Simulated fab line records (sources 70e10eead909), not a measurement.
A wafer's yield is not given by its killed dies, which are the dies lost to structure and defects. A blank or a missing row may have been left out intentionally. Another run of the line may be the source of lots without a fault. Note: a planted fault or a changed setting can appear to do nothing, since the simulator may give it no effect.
Which tool was responsible? || flow nand_harc || 13 lots with 39 wafers sampled at 4 steps, on a route of 1302 steps

== WHAT THE GAUGES SHOWED, per wafer ==
NHARC_A_SOURCE_PLATE_THK_MEAS_06: measures by ellipsometry. Usual: thk_nm reads 200.8 nm (standard deviation 2.3).
{"lot": "L223", "measured": "day 7 22:34", "on": "film_metro-01", "thk_nm (nm)": "199.3 199.3 199.4", "flag": ""}
{"lot": "L222", "measured": "day 7 22:34", "on": "film_metro-02", "thk_nm (nm)": "202.4 200.7 198.7", "flag": ""}
{"lot": "L224", "measured": "day 8 10:00", "on": "film_metro-02", "thk_nm (nm)": "200.3 198.0 198.1", "flag": ""}
{"lot": "L225", "measured": "day 9 04:01", "on": "film_metro-02", "thk_nm (nm)": "201.6 202.1 203.1", "flag": ""}
{"lot": "L226", "measured": "day 9 04:02", "on": "film_metro-01", "thk_nm (nm)": "205.3 206.0 204.6", "flag": ""}
{"lot": "L229", "measured": "day 10 13:29", "on": "film_metro-01", "thk_nm (nm)": "196.2 199.6 200.8", "flag": ""}
{"lot": "L230", "measured": "day 10 22:38", "on": "film_metro-02", "thk_nm (nm)": "201.8 196.8 202.6", "flag": ""}
{"lot": "L232", "measured": "day 11 15:30", "on": "film_metro-02", "thk_nm (nm)": "200.3 200.5 200.5", "flag": ""}
{"lot": "L234", "measured": "day 12 13:18", "on": "film_metro-01", "thk_nm (nm)": "199.2 201.9 199.0", "flag": ""}
{"lot": "L242", "measured": "day 15 23:50", "on": "film_metro-01", "thk_nm (nm)": "200.8 203.1 198.7", "flag": ""}
{"lot": "L243", "measured": "day 16 11:37", "on": "film_metro-01", "thk_nm (nm)": "200.7 201.4 200.6", "flag": ""}
{"lot": "L244", "measured": "day 16 11:37", "on": "film_metro-02", "thk_nm (nm)": "201.4 202.0 201.7", "flag": ""}
{"lot": "L245", "measured": "day 17 04:59", "on": "film_metro-02", "thk_nm (nm)": "198.4 198.1 198.0", "flag": ""}

NHARC_A_ONON_D1_THK_MEAS_02: measures by ellipsometry. Usual: thk_nm reads 996 nm (standard deviation 9.3).
{"lot": "L223", "measured": "day 7 23:12", "on": "film_metro-02", "thk_nm (nm)": "1003 1004 1005", "flag": ""}
{"lot": "L222", "measured": "day 7 23:20", "on": "film_metro-01", "thk_nm (nm)": "995 992 992", "flag": ""}
{"lot": "L224", "measured": "day 8 10:40", "on": "film_metro-02", "thk_nm (nm)": "1015 1015 1015", "flag": ""}
{"lot": "L225", "measured": "day 9 04:39", "on": "film_metro-02", "thk_nm (nm)": "992 990 991", "flag": ""}
{"lot": "L226", "measured": "day 9 04:41", "on": "film_metro-01", "thk_nm (nm)": "990 989 991", "flag": ""}
{"lot": "L229", "measured": "day 10 14:07", "on": "film_metro-01", "thk_nm (nm)": "984 983 980", "flag": ""}
{"lot": "L230", "measured": "day 10 23:17", "on": "film_metro-02", "thk_nm (nm)": "1002 1003 1001", "flag": ""}
{"lot": "L232", "measured": "day 11 16:10", "on": "film_metro-02", "thk_nm (nm)": "990 990 991", "flag": ""}
{"lot": "L234", "measured": "day 12 14:01", "on": "film_metro-02", "thk_nm (nm)": "1004 1002 1004", "flag": ""}
{"lot": "L242", "measured": "day 16 00:29", "on": "film_metro-02", "thk_nm (nm)": "989 988 990", "flag": ""}
{"lot": "L243", "measured": "day 16 12:16", "on": "film_metro-02", "thk_nm (nm)": "1004 1004 1003", "flag": ""}
{"lot": "L244", "measured": "day 16 12:26", "on": "film_metro-01", "thk_nm (nm)": "999 997 996", "flag": ""}
{"lot": "L245", "measured": "day 17 05:37", "on": "film_metro-01", "thk_nm (nm)": "999 998 1000", "flag": ""}

NHARC_A_ONON_D1_THK_MEAS_34: measures by ellipsometry. Usual: thk_nm reads 198.8 nm (standard deviation 3).
{"lot": "L223", "measured": "day 8 12:38", "on": "film_metro-02", "thk_nm (nm)": "198.2 195.0 203.1", "flag": ""}
{"lot": "L222", "measured": "day 8 12:38", "on": "film_metro-01", "thk_nm (nm)": "195.7 196.3 197.5", "flag": ""}
{"lot": "L224", "measured": "day 8 23:31", "on": "film_metro-02", "thk_nm (nm)": "196.0 196.4 197.8", "flag": ""}
{"lot": "L225", "measured": "day 9 17:25", "on": "film_metro-02", "thk_nm (nm)": "196.9 196.4 201.0", "flag": ""}
{"lot": "L226", "measured": "day 9 17:26", "on": "film_metro-02", "thk_nm (nm)": "199.6 202.2 204.7", "flag": ""}
{"lot": "L229", "measured": "day 11 03:41", "on": "film_metro-01", "thk_nm (nm)": "197.7 195.5 196.4", "flag": ""}
{"lot": "L230", "measured": "day 11 12:07", "on": "film_metro-02", "thk_nm (nm)": "198.5 204.1 204.8", "flag": ""}
{"lot": "L232", "measured": "day 12 04:56", "on": "film_metro-01", "thk_nm (nm)": "198.5 196.9 200.0", "flag": ""}
{"lot": "L234", "measured": "day 13 05:10", "on": "film_metro-02", "thk_nm (nm)": "181.2 205.5 205.7", "flag": ""}
{"lot": "L242", "measured": "day 16 15:34", "on": "film_metro-01", "thk_nm (nm)": "194.5 197.0 196.5", "flag": ""}
{"lot": "L243", "measured": "day 17 01:04", "on": "film_metro-01", "thk_nm (nm)": "197.8 202.4 196.3", "flag": ""}
{"lot": "L244", "measured": "day 17 01:07", "on": "film_metro-01", "thk_nm (nm)": "197.2 198.3 201.2", "flag": ""}
{"lot": "L245", "measured": "day 17 18:25", "on": "film_metro-02", "thk_nm (nm)": "199.0 194.3 195.8", "flag": ""}

== EACH LOT AND THE TOOL THAT RAN IT (in order: tool; ch and the chambers of the sampled wafers; start) ==
{"lot": "L223", "NHARC_A_ONON_D1_DEP_33": "pecvd-03 ch 1,2, day 8 12:13"}
{"lot": "L222", "NHARC_A_ONON_D1_DEP_33": "pecvd-02 ch 0,1, day 8 12:13"}
{"lot": "L224", "NHARC_A_ONON_D1_DEP_33": "pecvd-02 ch 1,2, day 8 23:07"}
{"lot": "L225", "NHARC_A_ONON_D1_DEP_33": "pecvd-02 ch 0,1,2, day 9 17:03"}
{"lot": "L226", "NHARC_A_ONON_D1_DEP_33": "pecvd-04 ch 0,2, day 9 17:01"}
{"lot": "L229", "NHARC_A_ONON_D1_DEP_33": "pecvd-02 ch 0,1, day 11 03:19"}
{"lot": "L230", "NHARC_A_ONON_D1_DEP_33": "pecvd-03 ch 0,1,2, day 11 11:47"}
{"lot": "L232", "NHARC_A_ONON_D1_DEP_33": "pecvd-03 ch 0,1, day 12 04:34"}
{"lot": "L234", "NHARC_A_ONON_D1_DEP_33": "pecvd-03 ch 0,1,2, day 13 04:46"}
{"lot": "L242", "NHARC_A_ONON_D1_DEP_33": "pecvd-02 ch 0,2, day 16 15:05"}
{"lot": "L243", "NHARC_A_ONON_D1_DEP_33": "pecvd-03 ch 1,2, day 17 00:43"}
{"lot": "L244", "NHARC_A_ONON_D1_DEP_33": "pecvd-02 ch 0,1,2, day 17 00:47"}
{"lot": "L245", "NHARC_A_ONON_D1_DEP_33": "pecvd-02 ch 1,2, day 17 18:01"}
- NHARC_A_ONON_D1_DEP_33: deposits SiO2, target thk 200 nm.

== AS READ BY THE TOOLS THEMSELVES (means over the sampled wafers that have a number; for cases with no such wafer, the mark the record gives instead) ==
NHARC_A_ONON_D1_DEP_33. Usual: heater_power_w 549 W, standard deviation 110; mfc_precursor_sccm 161.4 sccm, standard deviation 0.49; throttle_valve_pct 15.7 %, standard deviation 0.4.
{"lot": "L223", "tool": "pecvd-03", "heater_power_w (W)": 532, "mfc_precursor_sccm (sccm)": 161.4, "throttle_valve_pct (%)": 15.4, "flag": ""}
{"lot": "L222", "tool": "pecvd-02", "heater_power_w (W)": 614, "mfc_precursor_sccm (sccm)": 161.2, "throttle_valve_pct (%)": 15.8, "flag": ""}
{"lot": "L224", "tool": "pecvd-02", "heater_power_w (W)": 668, "mfc_precursor_sccm (sccm)": 161.1, "throttle_valve_pct (%)": 15.9, "flag": ""}
{"lot": "L225", "tool": "pecvd-02", "heater_power_w (W)": 576, "mfc_precursor_sccm (sccm)": 161.0, "throttle_valve_pct (%)": 15.9, "flag": ""}
{"lot": "L226", "tool": "pecvd-04", "heater_power_w (W)": 524, "mfc_precursor_sccm (sccm)": 161.4, "throttle_valve_pct (%)": 15.9, "flag": ""}
{"lot": "L229", "tool": "pecvd-02", "heater_power_w (W)": 635, "mfc_precursor_sccm (sccm)": 161.4, "throttle_valve_pct (%)": 15.4, "flag": ""}
{"lot": "L230", "tool": "pecvd-03", "heater_power_w (W)": 501, "mfc_precursor_sccm (sccm)": 160.9, "throttle_valve_pct (%)": 15.5, "flag": ""}
{"lot": "L232", "tool": "pecvd-03", "heater_power_w (W)": 490, "mfc_precursor_sccm (sccm)": 161.0, "throttle_valve_pct (%)": 15.7, "flag": ""}
{"lot": "L234", "tool": "pecvd-03", "heater_power_w (W)": 521, "mfc_precursor_sccm (sccm)": 157.4, "throttle_valve_pct (%)": 15.6, "flag": "OFF"}
{"lot": "L242", "tool": "pecvd-02", "heater_power_w (W)": 505, "mfc_precursor_sccm (sccm)": 161.2, "throttle_valve_pct (%)": 15.3, "flag": ""}
{"lot": "L243", "tool": "pecvd-03", "heater_power_w (W)": 536, "mfc_precursor_sccm (sccm)": 161.5, "throttle_valve_pct (%)": 15.3, "flag": ""}
{"lot": "L244", "tool": "pecvd-02", "heater_power_w (W)": 539, "mfc_precursor_sccm (sccm)": 161.1, "throttle_valve_pct (%)": 15.7, "flag": ""}
{"lot": "L245", "tool": "pecvd-02", "heater_power_w (W)": 610, "mfc_precursor_sccm (sccm)": 161.4, "throttle_valve_pct (%)": 15.9, "flag": ""}

== THE ANSWER, worked out from the rows above alone ==
Rule: take the mean of a lot's wafers that have a number; if it is more than 3 standard deviations from the usual mean, the lot is off. Also off: a lot with no number at a reading for which 4 or more lots have one. Where the step has rows for the other lots, those lots are counted as sound. Order of review: gauges by route order, followed by the tools' own readings, for which a lot's mean as printed above is used. At the first step where some lot is off, the reading lying furthest off is the one used; lots without a number count as furthest.
Off, at NHARC_A_ONON_D1_DEP_33 on mfc_precursor_sccm: L234.
If a tool, at that step or one of the process steps before it, ran each lot that is off and ran no sound lot following the first of them, it fits. None of those tried fits.

== WHAT THE SIMULATOR PUT IN ==
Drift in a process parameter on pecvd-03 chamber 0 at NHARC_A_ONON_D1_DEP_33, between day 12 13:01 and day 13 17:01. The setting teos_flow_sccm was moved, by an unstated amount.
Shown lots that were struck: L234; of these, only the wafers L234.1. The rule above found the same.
